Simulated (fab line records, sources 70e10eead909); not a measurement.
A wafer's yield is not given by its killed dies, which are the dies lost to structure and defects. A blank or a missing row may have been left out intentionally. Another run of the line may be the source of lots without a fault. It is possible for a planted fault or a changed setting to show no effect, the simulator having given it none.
Matching of chambers | flow nand_harc | NHARC_A_STAIRCASE_DEP_325 on pecvd-03: 3 sister chambers
The step deposits SiO2, target thk 3800 nm. 3 wafers are shown with their chamber, then 9 later ones without.

WAFERS WITH THEIR CHAMBER
wafer  | chamber | heater_power_w (W)
L090.4 | 1       | 578
L087.4 | 0       | 551
L087.6 | 2       | 526

WAFERS WITH NO CHAMBER GIVEN
wafer  | heater_power_w (W)
L093.1 | 633
L093.2 | 646
L093.6 | 532
L096.2 | 719
L096.3 | 552
L096.4 | 544
L094.3 | 650
L094.4 | 584
L094.6 | 556

WHICH CHAMBER EACH ONE RAN IN
wafer  | from the rows above          | in truth
L093.1 | can't be placed: 1 or 0 or 2 | 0
L093.2 | can't be placed: 1 or 0 or 2 | 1
L093.6 | can't be placed: 2 or 0 or 1 | 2
L096.2 | can't be placed: 1 or 0 or 2 | 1
L096.3 | can't be placed: 0 or 1 or 2 | 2
L096.4 | can't be placed: 0 or 2 or 1 | 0
L094.3 | can't be placed: 1 or 0 or 2 | 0
L094.4 | can't be placed: 1 or 0 or 2 | 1
L094.6 | can't be placed: 0 or 1 or 2 | 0
Placed correctly: 0 of 9. Can't be placed from these rows: 9 (the true chamber is among the candidates in 9). Placed wrongly: 0.
How it was worked out, from the rows above alone: a wafer's distance from a chamber is the root of the sum, over the readings, of the square of ((its reading less the chamber's mean) divided by the reading's scatter). If the next closest chamber is less than 2 further off than the closest, the wafer can't be placed; otherwise it belongs to the closest. Each chamber's mean is taken over the wafers shown for it. The scatter: root of mean squared gap, hidden wafer to nearest shown wafer, with one shown wafer a chamber.
